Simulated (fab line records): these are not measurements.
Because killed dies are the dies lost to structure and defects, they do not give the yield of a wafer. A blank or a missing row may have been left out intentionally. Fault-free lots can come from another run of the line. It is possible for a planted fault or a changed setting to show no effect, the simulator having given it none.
fab line records	flow n5-finfet
record lots=5	wafers=15	last-day=16
route steps=1938 shown BEOL_M5@1150 PASSIVATION@1936
lots that met no fault: taken from a fault-free run of the same line
start-h: hours from the record's first day to the start of the lot's first wafer shown	wait-h: time in hours since the lot's previous step	" the same as in the row above	L1.1+2: a single row standing in for several wafers	- no value present, or no start provided	* or withheld: withheld	< > ~ a bound
route shown NAME@n: names a module that has steps shown in the file, with the first one's number in the route	usual: mean/standard deviation taken from wafers without a fault	same: alike in all rows	chamber/n: place in a boat	sites: the reading at each site	_std_site: standard deviation of those values	_edge_site: outer sites' mean less inner sites'	radius-mm: for every site, how far away it sits from the centre of the wafer	mask NAME#n: copy n	behind: the most recent tool/chamber to have shaped the wafer	hold: why the lot went on hold/how many hours it stayed there/how the hold came to an end	device: transistor that didn't switch, given as n, p or np	end of line: the tests these same wafers got at the end of their route	where a step has no rows: the recipe by itself	killed: the dies lost at the first sort to structure and to defects; this is not the yield of the wafer	map: dies across one wafer; x = killed, . = not, _ = none there
set.NAME: setting as actually run; set.NAME@STEP: the setting as run at that earlier step	model.NAME: the simulator's own value behind a step, which no gauge read
lots at some steps of the route; a table a step, a row a wafer
services: when a tool's chamber went out of use (start-h, in hours from the record's first day, below 0 if earlier), for how many hours, and the reason
## steps
# step N5_BEOL_M5_INSPECT_30
# recipe mode=adi	inspect-instrument=brightfield
# usual raw-defect-count=411/75
lot.wafer	tool	chamber	start-h	wait-h	raw-defect-count
L136.3	defect-inspect-01	-	181.59	0.0	316
L136.4	"	-	"	"	453
L136.5	"	-	"	"	473
L138.1	defect-inspect-01	-	200.72	0.1	494
L138.2	"	-	"	"	451
L138.6	"	-	"	"	464
L145.2	defect-inspect-02	-	241.48	0.0	525
L145.3	"	-	"	"	493
L145.6	"	-	"	"	445
L142.1	defect-inspect-02	-	247.44	0.1	431
L142.2	"	-	"	"	394
L142.6	"	-	"	"	419
L150.2	defect-inspect-02	-	293.71	0.0	367
L150.4	"	-	"	"	290
L150.6	"	-	"	"	371
# step N5_BEOL_M5_DESCUM_33
# recipe chemistry=O2	time-s=7	source-power-w=50	bias-power-w=20	pressure-mtorr=20	rf-frequency-hz=2.712e+07	temp-c=40	resist=CAR-EUV	o2-flow-sccm=225
# step N5_BEOL_M5_ETCH_75
# recipe chemistry=N2/H2	target=underlayer	target-depth-a=65	mask-material=CAR-EUV	time-s=5.2	ion-energy-ev=200	pressure-mtorr=30	source-w=840	bias-w=150	n2-flow-sccm=200	h2-flow-sccm=200	ends=cleared
# step N5_BEOL_M5_ETCH_67
# recipe chemistry=CF4	target=SiARC	target-depth-a=156	mask-material=CAR-EUV	time-s=26	ion-energy-ev=80	pressure-mtorr=40	source-w=545	bias-w=36	Ar_flow_sccm=100	cf4-flow-sccm=100	ends=cleared
# step N5_BEOL_M5_ETCH_68
# recipe chemistry=N2/H2	target=SOC	target-depth-a=800	overetch-a=160	mask-material=SiARC	temp-c=40	time-s=120	ion-energy-ev=200	pressure-mtorr=30	source-w=840	bias-w=150	n2-flow-sccm=200	h2-flow-sccm=200
# usual drypump-motor-current-A=6.1/0.48	oes-product-au=0.58/0.066	rf-vpp-V=523.5/2.6	showerhead-plenum-p-Torr=2.53/0.085	throttle-valve-pct=17.88/0.25
lot.wafer	tool	chamber	start-h	wait-h	drypump-motor-current-A	oes-product-au	rf-hours-counter-h	rf-vpp-V	showerhead-plenum-p-Torr	throttle-valve-pct
L136.3	rie-diel-06	3	181.70	0.0	5.6	0.56	168	527.4	2.64	17.94
L136.4	"	2	"	"	6.7	0.55	218	520.2	2.41	17.98
L136.5	"	2	"	"	6.7	0.55	-	519.7	2.41	17.99
L138.1	rie-diel-05	2	201.06	0.0	6.7	0.54	235	522.1	2.52	17.82
L138.2	"	3	"	"	5.2	0.56	199	523.0	2.51	17.87
L138.6	"	1	"	"	5.7	0.54	-	519.9	2.43	18.21
L145.2	rie-diel-06	0	241.81	0.0	6.5	0.66	51	524.8	2.58	17.62
L145.3	"	3	"	"	5.6	0.54	185	526.9	2.63	17.97
L145.6	"	0	"	"	6.4	0.66	-	525.4	2.58	17.62
L142.1	rie-diel-05	3	247.55	0.0	5.2	0.55	215	523.9	2.51	17.89
L142.2	"	2	"	"	6.8	0.53	249	524.3	2.52	17.84
L142.6	"	3	"	"	5.2	0.55	-	522.9	2.51	17.89
L150.2	rie-diel-05	2	293.82	0.0	6.8	0.70	9	523.4	2.51	17.43
L150.4	"	1	"	"	5.7	0.54	238	519.9	2.41	18.25
L150.6	"	0	"	"	6.0	0.65	-	525.2	2.59	17.42
# step N5_BEOL_M5_STRIP_69
# recipe chemistry=N2/H2	temp-c=40	n2-flow-sccm=200	h2-flow-sccm=200	rf-frequency-hz=6e+07
# step N5_BEOL_M5_STRIP_76
# recipe chemistry=N2/H2	temp-c=40	n2-flow-sccm=200	h2-flow-sccm=200	rf-frequency-hz=6e+07
# step N5_BEOL_M5_VIA_ETCH_34
# recipe chemistry=C4F6/O2	target=SiCOH_lowk	target-depth-a=883	mask-material=SOC	taper-deg=4	time-s=39.2	ion-energy-ev=250	pressure-mtorr=30	source-w=345	bias-w=185	Ar_flow_sccm=300	C4F6_flow_sccm=10	O2_flow_sccm=10
# usual O2_flow_sccm=9.998/0.026	drypump-motor-current-A=6.1/0.48	oes-product-au=0.76/0.094	rf-vpp-V=669/12	showerhead-plenum-p-Torr=2.83/0.096	throttle-valve-pct=20.91/0.26
lot.wafer	tool	chamber	start-h	wait-h	O2_flow_sccm	drypump-motor-current-A	oes-product-au	rf-hours-counter-h	rf-vpp-V	showerhead-plenum-p-Torr	throttle-valve-pct
L136.3	rie-diel-06	3	181.80	0.0	10.031	5.6	0.74	168	687	2.96	21.08
L136.4	"	2	"	"	9.969	6.7	0.71	218	672	2.72	21.12
L136.5	"	2	"	"	10.000	6.7	0.71	-	672	2.72	21.13
L138.1	rie-diel-05	2	201.16	0.0	9.987	6.7	0.69	235	650	2.81	20.85
L138.2	"	3	"	"	9.976	5.2	0.73	199	658	2.85	21.05
L138.6	"	1	"	"	10.002	5.7	0.69	-	672	2.73	21.23
L145.2	rie-diel-06	0	241.91	0.0	10.006	6.5	0.87	51	671	2.91	20.71
L145.3	"	3	"	"	10.014	5.6	0.72	185	686	2.95	21.13
L145.6	"	0	"	"	9.984	6.4	0.89	-	670	2.91	20.72
L142.1	rie-diel-05	3	247.66	0.0	10.072	5.2	0.71	215	657	2.84	21.05
L142.2	"	2	"	"	9.962	6.7	0.69	249	647	2.81	20.85
L142.6	"	3	"	"	10.028	5.2	0.71	-	657	2.84	21.04
L150.2	rie-diel-05	2	293.92	0.0	9.973	6.7	0.92	9	649	2.80	20.52
L150.4	"	1	"	"	10.020	5.7	0.67	238	672	2.71	21.27
L150.6	"	0	"	"	9.975	5.9	0.85	-	673	2.88	20.39
# step N5_BEOL_M5_STRIP_85
# recipe chemistry=C4F6/O2	resist=SiARC	rf-frequency-hz=6e+07
# step N5_BEOL_M5_STRIP_36
# recipe chemistry=N2/H2	power-w=450	temp-c=40	pressure-mtorr=20	rf-frequency-hz=6e+07	overash-fraction=0.3	bias-power-w=7	h2-frac=0.5	n2-flow-sccm=200	h2-flow-sccm=200
# usual drypump-motor-current-A=6.1/0.47	oes-product-au=0.76/0.095	rf-vpp-V=59.3/1.6	showerhead-plenum-p-Torr=2.52/0.085	throttle-valve-pct=23.71/0.27
lot.wafer	tool	chamber	start-h	wait-h	drypump-motor-current-A	oes-product-au	rf-hours-counter-h	rf-vpp-V	showerhead-plenum-p-Torr	throttle-valve-pct
L136.3	rie-diel-06	3	181.85	0.0	5.6	0.73	168	57.9	2.63	23.82
L136.4	"	2	"	"	6.7	0.70	218	57.4	2.41	23.75
L136.5	"	2	"	"	6.7	0.70	-	58.9	2.41	23.75
L138.1	rie-diel-05	2	201.21	0.0	6.7	0.71	235	60.4	2.52	23.57
L138.2	"	3	"	"	5.2	0.73	199	63.6	2.51	23.68
L138.6	"	1	"	"	5.7	0.70	-	59.6	2.42	24.05
L145.2	rie-diel-06	0	241.95	0.0	6.5	0.89	51	59.7	2.57	23.62
L145.3	"	3	"	"	5.6	0.71	185	58.6	2.62	23.82
L145.6	"	0	"	"	6.4	0.88	-	57.4	2.57	23.62
L142.1	rie-diel-05	3	247.70	0.0	5.2	0.71	215	60.1	2.50	23.69
L142.2	"	2	"	"	6.7	0.71	249	60.3	2.51	23.55
L142.6	"	3	"	"	5.2	0.72	-	57.5	2.50	23.73
L150.2	rie-diel-05	2	293.97	0.0	6.8	0.95	9	59.6	2.51	23.21
L150.4	"	1	"	"	5.7	0.67	238	59.0	2.41	24.11
L150.6	"	0	"	"	6.0	0.87	-	59.0	2.58	23.22
# step N5_BEOL_M5_TRENCH_ETCH_37
# recipe chemistry=C4F6/O2	target-depth-a=716.52	target=SiCOH_lowk	time-s=24.7	ion-energy-ev=250	pressure-mtorr=30	source-w=345	bias-w=185	Ar_flow_sccm=300	C4F6_flow_sccm=10	O2_flow_sccm=10
# step N5_BEOL_M5_ETCH_41
# recipe chemistry=CH3F/O2	target=SiCN	target-depth-a=315	taper-deg=2	time-s=56.7	ion-energy-ev=120	mask-material=TiN	pressure-mtorr=30	source-w=395	bias-w=75	Ar_flow_sccm=150	CH3F_flow_sccm=30	O2_flow_sccm=20
# usual O2_flow_sccm=20.00/0.058	drypump-motor-current-A=6.1/0.48	oes-product-au=0.76/0.094	rf-vpp-V=297.1/1.6	showerhead-plenum-p-Torr=1.99/0.07	throttle-valve-pct=16.36/0.26
lot.wafer	tool	chamber	start-h	wait-h	O2_flow_sccm	drypump-motor-current-A	oes-product-au	rf-hours-counter-h	rf-vpp-V	showerhead-plenum-p-Torr	throttle-valve-pct
L136.3	rie-diel-06	3	-	-	19.93	5.6	0.73	168	299.2	2.08	16.51
L136.4	"	2	"	"	19.98	6.7	0.71	218	295.8	1.91	16.58
L136.5	"	2	"	"	20.01	6.7	0.71	-	295.0	1.91	16.58
L138.1	rie-diel-05	2	-	-	19.91	6.7	0.70	235	297.2	1.98	16.35
L138.2	"	3	"	"	20.00	5.2	0.73	199	296.6	2.00	16.49
L138.6	"	1	"	"	20.09	5.7	0.69	-	294.4	1.91	16.65
L145.2	rie-diel-06	0	-	-	20.06	6.4	0.87	51	297.3	2.04	16.10
L145.3	"	3	"	"	19.84	5.6	0.72	185	298.3	2.07	16.55
L145.6	"	0	"	"	19.95	6.5	0.87	-	299.2	2.04	16.10
L142.1	rie-diel-05	3	-	-	19.98	5.2	0.71	215	297.0	2.00	16.50
L142.2	"	2	"	"	20.09	6.7	0.69	249	296.2	1.97	16.36
L142.6	"	3	"	"	19.97	5.2	0.72	-	298.2	2.00	16.50
L150.2	rie-diel-05	2	-	-	19.90	6.7	0.91	9	296.3	1.97	15.92
L150.4	"	1	"	"	20.00	5.7	0.67	238	294.7	1.90	16.70
L150.6	"	0	"	"	19.93	6.0	0.86	-	298.1	2.03	15.84
# step N5_BEOL_M5_STRIP_91
# recipe chemistry=N2/H2	time-s=10	power-w=450	temp-c=40	pressure-mtorr=20	rf-frequency-hz=6e+07	bias-power-w=7	n2-flow-sccm=200	h2-flow-sccm=200
# usual drypump-motor-current-A=6.1/0.48	oes-product-au=0.76/0.095	rf-vpp-V=59.0/0.78	showerhead-plenum-p-Torr=2.52/0.085	throttle-valve-pct=23.71/0.27
lot.wafer	tool	chamber	start-h	wait-h	drypump-motor-current-A	oes-product-au	rf-hours-counter-h	rf-vpp-V	showerhead-plenum-p-Torr	throttle-valve-pct
L136.3	rie-diel-06	3	181.96	-	5.6	0.71	168	59.2	2.63	23.80
L136.4	"	2	"	"	6.7	0.70	218	58.9	2.41	23.73
L136.5	"	2	"	"	6.7	0.71	-	58.4	2.41	23.73
L138.1	rie-diel-05	2	201.32	-	6.8	0.71	235	59.4	2.52	23.51
L138.2	"	3	"	"	5.2	0.73	199	60.0	2.51	23.69
L138.6	"	1	"	"	5.7	0.70	-	58.8	2.42	24.04
L145.2	rie-diel-06	0	242.06	-	6.5	0.88	51	59.3	2.57	23.60
L145.3	"	3	"	"	5.6	0.71	185	59.2	2.62	23.82
L145.6	"	0	"	"	6.5	0.90	-	58.2	2.57	23.61
L142.1	rie-diel-05	3	247.81	-	5.2	0.71	215	59.1	2.50	23.73
L142.2	"	2	"	"	6.7	0.70	249	59.9	2.51	23.53
L142.6	"	3	"	"	5.2	0.71	-	59.1	2.50	23.71
L150.2	rie-diel-05	2	294.08	-	6.7	0.93	9	58.0	2.51	23.23
L150.4	"	1	"	"	5.7	0.67	238	59.3	2.41	24.08
L150.6	"	0	"	"	6.0	0.86	-	58.0	2.58	23.22
# step N5_BEOL_M5_OCD_MEAS_38
# usual trench-depth-nm=71.0/1.8
lot.wafer	tool	chamber	start-h	wait-h	trench-depth-nm
L136.3	ocd-02	-	182.04	-	73.3
L136.4	"	-	"	"	71.4
L136.5	"	-	"	"	71.8
L138.1	ocd-01	-	201.40	-	70.2
L138.2	"	-	"	"	70.8
L138.6	"	-	"	"	67.7
L145.2	ocd-01	-	242.15	-	72.3
L145.3	"	-	"	"	72.7
L145.6	"	-	"	"	73.2
L142.1	ocd-01	-	247.89	-	70.8
L142.2	"	-	"	"	70.9
L142.6	"	-	"	"	71.0
L150.2	ocd-01	-	294.16	-	72.2
L150.4	"	-	"	"	67.0
L150.6	"	-	"	"	71.1
# step N5_BEOL_M5_HM_STRIP_39
# recipe chemistry=peroxide-tin-strip	material=TiN	target-depth-a=250	temp-c=50	time-s=158
# step N5_BEOL_M5_SRD_40
# recipe time-s=30	temp-c=23	rinse-liquid=diw	dry=ipa-marangoni
# step N5_BEOL_M5_PRECLEAN_42
# recipe chemistry=residue-remover	time-s=60	temp-c=40
# step N5_BEOL_M5_SRD_43
# recipe time-s=30	temp-c=23	rinse-liquid=diw	dry=ipa-marangoni
# step N5_BEOL_M5_CD_MEAS_35
# recipe target-cd-nm=28	target-cd-y-nm=24	polarity=opening
# usual cd-nm=28.1/0.36
lot.wafer	tool	chamber	start-h	wait-h	cd-nm
L136.3	cd-sem-03	-	182.20	0.0	28.9
L136.4	"	-	"	"	28.5
L136.5	"	-	"	"	28.5
L138.1	cd-sem-02	-	201.65	0.0	27.6
L138.2	"	-	"	"	28.3
L138.6	"	-	"	"	28.6
L145.2	cd-sem-03	-	242.30	0.0	28.3
L145.3	"	-	"	"	28.3
L145.6	"	-	"	"	28.6
L142.1	cd-sem-02	-	248.05	0.0	27.9
L142.2	"	-	"	"	28.0
L142.6	"	-	"	"	27.8
L150.2	cd-sem-02	-	294.32	0.0	28.4
L150.4	"	-	"	"	28.0
L150.6	"	-	"	"	28.2
# step N5_BEOL_M5_CURE_80
# recipe temp-c=370	time-s=120	ambient=DMADMS/He	material=SiCOH_lowk
# step N5_BEOL_M5_DEGAS_44
# recipe ambient=vacuum	temp-c=250	time-s=60
# step N5_BEOL_M5_PRE_CLEAN_45
# recipe gas=H2/He	time-s=30	temp-c=250
# step N5_BEOL_M5_ALD_86
# recipe material=TaN	target-thk-a=*	temp-c=275	ald-precursor-family=PDMAT	ald-co-reactant=NH3	pressure-torr=3	carrier-flow-sccm=1500	pulse-time-s=2	purge-time-s=3	co-reactant-purge-time-s=2	co-reactant-pulse-time-s=3	ald-cycles=30	precursor-vessel-temp-c=75	precursor-vessel-pressure-torr=26.25	precursor-vessel-carrier-sccm=1000
# step N5_BEOL_M5_SURFACE_TREAT_87
# recipe gas=Ar	time-s=*	ion-energy-ev=*	ion-current-ma-cm2=0.5	pressure-mtorr=*	ar-flow-sccm=30
# step N5_BEOL_M5_CVD_47
# recipe material=Co	target-thk-a=30	temp-c=withheld	precursor=CCTBA/H2	pressure-torr=30	time-s=216
# step N5_BEOL_M5_SPUTTER_48
# recipe material=Cu	target-thk-a=150	temp-c=-20	chamber-pressure-pa=0.07	power-w=withheld	time-s=27.62
# step N5_BEOL_M5_ANNEAL_49
# recipe temp-c=400	time-s=1800	ambient=vacuum
# step N5_BEOL_M5_SPUTTER_81
# recipe material=Cu	target-thk-a=150	temp-c=-20	chamber-pressure-pa=0.07	power-w=withheld	time-s=27.62
# step N5_BEOL_M5_ANNEAL_82
# recipe temp-c=400	time-s=1800	ambient=vacuum
# step N5_BEOL_M5_SPUTTER_83
# recipe material=Cu	target-thk-a=150	temp-c=-20	chamber-pressure-pa=0.07	power-w=withheld	time-s=27.62
# step N5_BEOL_M5_ANNEAL_84
# recipe temp-c=400	time-s=1800	ambient=vacuum
# step N5_BEOL_M5_SPUTTER_88
# recipe material=Cu	target-thk-a=150	temp-c=-20	chamber-pressure-pa=0.07	power-w=withheld	time-s=27.62
# step N5_BEOL_M5_ANNEAL_89
# recipe temp-c=400	time-s=1800	ambient=vacuum
# step N5_BEOL_M5_SPUTTER_90
# recipe material=Cu	target-thk-a=45	temp-c=-20	chamber-pressure-pa=0.07	power-w=withheld	time-s=8.29
# step N5_BEOL_M5_ECD_50
# recipe material=Cu	target-thk-a=3000
# step N5_BEOL_M5_ANNEAL_51
# recipe temp-c=225	time-s=90	ambient=N2
# step N5_BEOL_M5_CMP_52
# recipe stop-on=SiCOH_lowk	t-overpolish-s=6.9	down-force-psi=1	platen-rpm=50	clearing-platen-down-force-psi=1.5	clearing-platen-rpm=50	post-cmp-clean=cu-alkaline	target-thk-nm=62	clearing-platen-pad-velocity-m-s=0.99484	pad-velocity-m-s=0.99484
# step N5_BEOL_M5_THK_MEAS_53
# recipe thk-meas-gauge=xrf	reads=Cu_of_BEOL_M5_ECD_50
# usual M5_THK=62.6/2.3
lot.wafer	tool	chamber	start-h	wait-h	M5_THK[nm]
L136.3	film-metro-01	-	188.84	-	64.2
L136.4	"	-	"	"	62.1
L136.5	"	-	"	"	63.7
L138.1	film-metro-01	-	209.08	-	63.8
L138.2	"	-	"	"	62.5
L138.6	"	-	"	"	57.9
L145.2	film-metro-02	-	249.84	-	64.6
L145.3	"	-	"	"	65.4
L145.6	"	-	"	"	64.5
L142.1	film-metro-01	-	254.52	-	63.6
L142.2	"	-	"	"	62.6
L142.6	"	-	"	"	60.4
L150.2	film-metro-01	-	302.35	-	62.4
L150.4	"	-	"	"	57.6
L150.6	"	-	"	"	61.6
# step N5_BEOL_M5_PRE_CLEAN_77
# recipe gas=NH3/H2	time-s=15	temp-c=*	rf-power-w=300
# step N5_BEOL_M5_CO_CAP_78
# recipe material=Co	target-thk-a=20	temp-c=200	precursor=CCTBA/H2	pressure-torr=30	time-s=102.1
# usual heater-power-outer-w=126/17	heater-power-w=248/28	susceptor-temp-C=199.99/0.17
lot.wafer	tool	chamber	start-h	wait-h	heater-power-outer-w	heater-power-w	susceptor-temp-C
L136.3	cvd-co-02	1	188.97	0.1	148	285	199.71
L136.4	"	0	"	"	131	253	200.04
L136.5	"	0	"	"	127	258	200.08
L138.1	cvd-co-01	0	209.16	0.0	126	235	200.09
L138.2	"	1	"	"	140	256	200.29
L138.6	"	0	"	"	122	240	199.95
L145.2	cvd-co-02	1	249.97	0.0	151	284	199.77
L145.3	"	2	"	"	112	230	199.89
L145.6	"	2	"	"	115	231	200.01
L142.1	cvd-co-01	2	254.60	0.0	98	196	200.17
L142.2	"	1	"	"	134	262	200.21
L142.6	"	0	"	"	124	240	199.86
L150.2	cvd-co-02	2	302.43	0.0	113	233	200.18
L150.4	"	0	"	"	132	253	199.95
L150.6	"	1	"	"	151	287	199.90
# step N5_BEOL_M5_PRE_CLEAN_55
# recipe gas=NH3	time-s=15	temp-c=withheld	rf-power-w=300
# step N5_BEOL_M5_DEP_56
# recipe material=SiCN	target-thk-a=80	temp-c=withheld	precursor=3MS/NH3	pressure-torr=3	rf-w=202	time-s=14
# step N5_PASSIVATION_PROBE_49
# usual defect-limited-yield=91.3/1.4	killed_at_M0_to_M3=33/11	killed_at_M4_up=15/6.2	killed-at-contacts=13/6.5	killed-at-front-end=38/11	killed-at-other=3.4/2.6	killed-dies=102/17	killed-on-rim=13/4.1	killed-open=67/12	killed-short=34/7.9	sort_bin_5_function=5.1/0.88	sort_bin_6_memory=3.3/0.65	sort-n-pass=1078/17	sort-yield-pct=91.3/1.4
# same gross-dies=1180	killed-at-back-side=0	sort_bin_4_leakage[%]=0	sort_bin_8_speed[%]=0
lot.wafer	tool	chamber	start-h	wait-h	defect-limited-yield[%]	killed_at_M0_to_M3	killed_at_M4_up	killed-at-contacts	killed-at-front-end	killed-at-other	killed-dies	killed-on-rim	killed-open	killed-short	sort_bin_5_function[%]	sort_bin_6_memory[%]	sort-n-pass	sort-yield-pct[%]
L136.3	prober-01	-	273.76	0.1	93.3	15	9	15	35	5	79	10	55	24	4.3	2.3	1101	93.3
L136.4	prober-01	-	273.81	0.2	91.5	25	14	30	29	2	100	13	62	37	5.0	3.3	1080	91.5
L136.5	prober-01	-	273.86	0.2	90.9	41	12	18	36	0	107	13	61	46	5.2	3.2	1073	90.9
L145.2	prober-02	-	340.72	0.4	90.0	49	6	11	51	1	118	13	76	38	5.7	3.9	1062	90.0
L145.3	prober-02	-	340.77	0.4	80.9	51	119	1	52	2	225	20	73	44	12.6	4.7	955	80.9
L145.6	prober-02	-	340.92	0.6	90.3	57	8	4	40	5	114	19	69	43	5.3	4.2	1066	90.3
L150.2	prober-01	-	391.92	0.1	91.7	31	15	8	43	1	98	10	67	30	5.3	2.9	1082	91.7
# killed by level:class
L136.3 MOL_CONTACT_COAG:geometric-particle:open=11 FIN_SAQP:geometric-particle:short=8 DUMMY_GATE:geometric-particle:open=6 FIN_SAQP:geometric-particle:open=5 STI_FIN_REVEAL:geometric-particle:open=5 MOL_CONTACT_COAG:geometric-particle:short=4 BEOL_M0_SAQP:geometric-particle:open=4 MIM_TOP_ETCH:geometric-particle:open=4
L136.4 MOL_CONTACT_COAG:geometric-particle:open=15 MOL_CONTACT_COAG:geometric-particle:short=15 BEOL_M2:geometric-particle:open=10 BEOL_M3:geometric-particle:open=6 FIN_SAQP:geometric-particle:short=5 DUMMY_GATE:geometric-particle:open=5 BEOL_M5:geometric-particle:open=4 STI_FIN_REVEAL:geometric-particle:open=4
L136.5 MOL_CONTACT_COAG:geometric-particle:open=11 BEOL_M0_SAQP:geometric-particle:short=10 BEOL_M0_SAQP:geometric-particle:open=8 GATE_CUT:geometric-particle:open=7 MOL_CONTACT_COAG:geometric-particle:short=7 BEOL_M1:geometric-particle:open=6 DUMMY_GATE:geometric-particle:open=5 GATE_CUT:geometric-particle:short=5
L145.2 FIN_SAQP:geometric-particle:short=14 BEOL_M0_SAQP:geometric-particle:open=13 BEOL_M1:geometric-particle:open=11 BEOL_M0_SAQP:geometric-particle:short=10 MOL_CONTACT_COAG:geometric-particle:open=9 FIN_SAQP:geometric-particle:open=8 BEOL_M3:geometric-particle:open=7 STI_FIN_REVEAL:geometric-particle:open=5
L145.3 BEOL_M5:unspecified=106 BEOL_M3:geometric-particle:open=14 FIN_SAQP:geometric-particle:short=12 FIN_SAQP:geometric-particle:open=11 GATE_CUT:geometric-particle:short=9 BEOL_M0_SAQP:geometric-particle:short=9 STI_FIN_REVEAL:geometric-particle:open=8 BEOL_M1:geometric-particle:open=8
L145.6 BEOL_M0_SAQP:geometric-particle:short=20 BEOL_M0_SAQP:geometric-particle:open=15 FIN_SAQP:geometric-particle:short=10 FIN_SAQP:geometric-particle:open=10 BEOL_M3:geometric-particle:open=10 BEOL_M1:geometric-particle:open=8 STI_FIN_REVEAL:geometric-particle:open=7 MOL_CONTACT_COAG:geometric-particle:open=4
L150.2 STI_FIN_REVEAL:geometric-particle:open=11 FIN_SAQP:geometric-particle:short=7 GATE_CUT:geometric-particle:short=7 MOL_CONTACT_COAG:geometric-particle:open=7 FIN_SAQP:geometric-particle:open=6 BEOL_M0_SAQP:geometric-particle:open=6 BEOL_M1:geometric-particle:open=6 BEOL_M3:geometric-particle:open=6
# map L145.3 (x killed, . not)
_________________.xx.........________________
______________..xx.............x_____________
___________.......x..x..........x..__________
__________.......................xx._________
________....xx.x..........x.........x._______
_______...x........x.....x.............______
______.............x.xx...x............._____
_____x.....................x....x........____
____.............x..x.x.x.................___
___...x.x....x..xx.........xx......x.x..xx.__
___x...................x...x.............x.__
__....x....x............x.....xx.........x.._
__.......x.x....x.......x..............x...._
_.....x....xx.....x....x................x.x..
_x............x..............x............x..
_x................x..........................
_.........x............................x.x...
_..............xx......................x.....
_.....x...................x.............x....
_..x....x.....x.............x......x.........
_.....x............x.....xx.xx..x...xx.......
__......x..........x....xxxxxx.x.x.........._
__...........x.....xx..xx.xxxxxxxx.x........_
___................x..xx.xxxxxxxxxxxx......__
___....x........x.....xxxxxxxxxxxxxxxx.....__
____x..xx..x.........xxx.xxxxxxxxxxxx.x.xx___
_____......x...........xxxxxxxxxxxx.x....____
______........x..........xxxxxxxx.x....._____
_______......x..x........xxxxxxxxx.....______
________............x.......xx.xxx..x._______
__________....x.........xxx...x.x..._________
___________.........x....x..xx.....__________
______________.................._____________
_________________.x....x...x.________________
# map L136.5 (x killed, . not)
_________________........x...________________
______________............x....._____________
___________...x......x........x..x.__________
__________................x........._________
________............................x._______
_______.x.............................x______
______..............x....x.............._____
_____......x..........x...x..........xx..____
____.........x..x...x....................x___
___...........x.................x..........__
___...............x........................__
__...x.......xx....x...x.x.................._
__.............x................x..........._
_..............x....x..........xx..x.........
_.................x...x................x.....
_.......x...x.......x.x......................
_..x...........................x....x........
_....x........x.................x............
_x............x........................xx..x.
_x........x................xx............x...
_....x.....x..x..............xx...xx...xx....
__..x...x.......x.x.................x......._
__....x.............x..x...................._
___..x....x...x...............x............__
___..x....x.x...............xx........xx...__
____...........xx..xxx...............x....___
_____.............x......................____
______......................x..........._____
_______........x.x.....................______
________............x........x........_______
__________...................x......_________
___________.x.............x....x...__________
______________.....x..........x._____________
_________________.x..........________________
## services
tool	chamber	start-h	hours	kind
cvd-co-02	2	184.98	28.7	repair
rie-diel-05	1	198.10	1.3	repair
rie-diel-06	3	216.58	5.0	repair
cvd-co-02	-	235.74	1.7	repair
rie-diel-06	1	240.99	8.6	repair
rie-diel-05	2	250.56	-	clean
rie-diel-05	2	250.56	-	consumable-replace:focus-ring
rie-diel-05	2	250.56	17.4	scheduled-down
rie-diel-05	2	250.56	17.4	vent-cycle
cvd-co-01	-	267.94	1.4	repair
## key
first-sign step=N5_PASSIVATION_PROBE_49	reading=killed_at_M4_up	direction=up	sigmas=17	usual=15	struck=119
effect step=N5_PASSIVATION_PROBE_49	reading=killed-dies	direction=up	sigmas=7.4	usual=102	struck=225
more-kills-born-at N5_BEOL_M5_STRIP_91@rie-diel-06=106
met-at N5_BEOL_M5_STRIP_91
struck-wafers L145.3
onset-between 181.96 242.06
fault kind=chamber-particle-source	tool=rie-diel-06	chamber=3	onset-h=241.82	steps=N5_BEOL_M5_STRIP_91	rate-per-visit-cm2=0.51785	end-h=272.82
